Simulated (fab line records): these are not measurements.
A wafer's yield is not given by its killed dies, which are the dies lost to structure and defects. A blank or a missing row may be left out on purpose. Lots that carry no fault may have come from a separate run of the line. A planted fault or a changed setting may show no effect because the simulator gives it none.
The tool behind it: which one? + flow nand_harc + 16 wafers from 6 lots sampled at 3 of the route's 1159 steps

WHAT THE GAUGES SHOWED, per wafer
NHARC_A_SIN_REMOVE_INSPECT_04.
| lot  | measured     | on                | raw_defect_count |
|------|--------------|-------------------|------------------|
| L821 | day 15 08:43 | defect_inspect-01 | 315 198 283      |
| L818 | day 15 11:57 | defect_inspect-02 | 256 311 317      |
| L823 | day 16 05:19 | defect_inspect-01 | 246              |
| L831 | day 17 22:44 | defect_inspect-02 | 395 362 316      |
| L838 | day 19 08:05 | defect_inspect-01 | 297 340 347      |
| L840 | day 19 17:29 | defect_inspect-02 | 322 324 401      |

WHICH TOOL RAN EACH LOT (tool, then ch and the chambers of the sampled wafers, then the start)
| lot  | NHARC_A_SLIT_ETCH_26             | NHARC_A_SLIT_STRIP_18                         |
|------|----------------------------------|-----------------------------------------------|
| L821 | har_etch-01 ch 1, day 15 02:33   | rie_diel-10 ch 1,2,3, day 15 08:43 or earlier |
| L818 | har_etch-01 ch 0,1, day 15 04:11 | rie_diel-10 ch 0,1,2, day 15 11:57 or earlier |
| L823 | har_etch-02 ch 1, day 15 20:25   | rie_diel-06 ch 0, day 16 05:19 or earlier     |
| L831 | har_etch-02 ch 0,1, day 17 13:54 | rie_diel-06 ch 0,1,2, day 17 22:44 or earlier |
| L838 | har_etch-01 ch 0,1, day 18 23:20 | rie_diel-05 ch 0,2,3, day 19 08:05 or earlier |
| L840 | har_etch-01 ch 0,1, day 19 08:34 | rie_diel-10 ch 0,2,3, day 19 17:29 or earlier |
- NHARC_A_SLIT_ETCH_26: etches the open film in C4F8/O2/Ar, time 90 s, target depth 400 nm.
- NHARC_A_SLIT_STRIP_18: strips in O2.

THE ANSWER, worked out from the rows above alone
Rule: the usual values come from the lots themselves. Put in order of their means at a reading, lots are off if they are a third of the lots or fewer, leave a main group of 4 or more, and stand apart from it by a gap of 3 or more times the standard deviation of the main group's means; of several such gaps the widest counts. The tables above print the reading to a certain number of digits; a main group whose means all agree to those digits is not used. A lot without any number at a reading at which 4 lots or more have one is off too. Any other lot the step has rows for is counted as sound.
None of the lots is off at any reading shown; this tells nothing.

WHAT THE SIMULATOR HAD PUT IN
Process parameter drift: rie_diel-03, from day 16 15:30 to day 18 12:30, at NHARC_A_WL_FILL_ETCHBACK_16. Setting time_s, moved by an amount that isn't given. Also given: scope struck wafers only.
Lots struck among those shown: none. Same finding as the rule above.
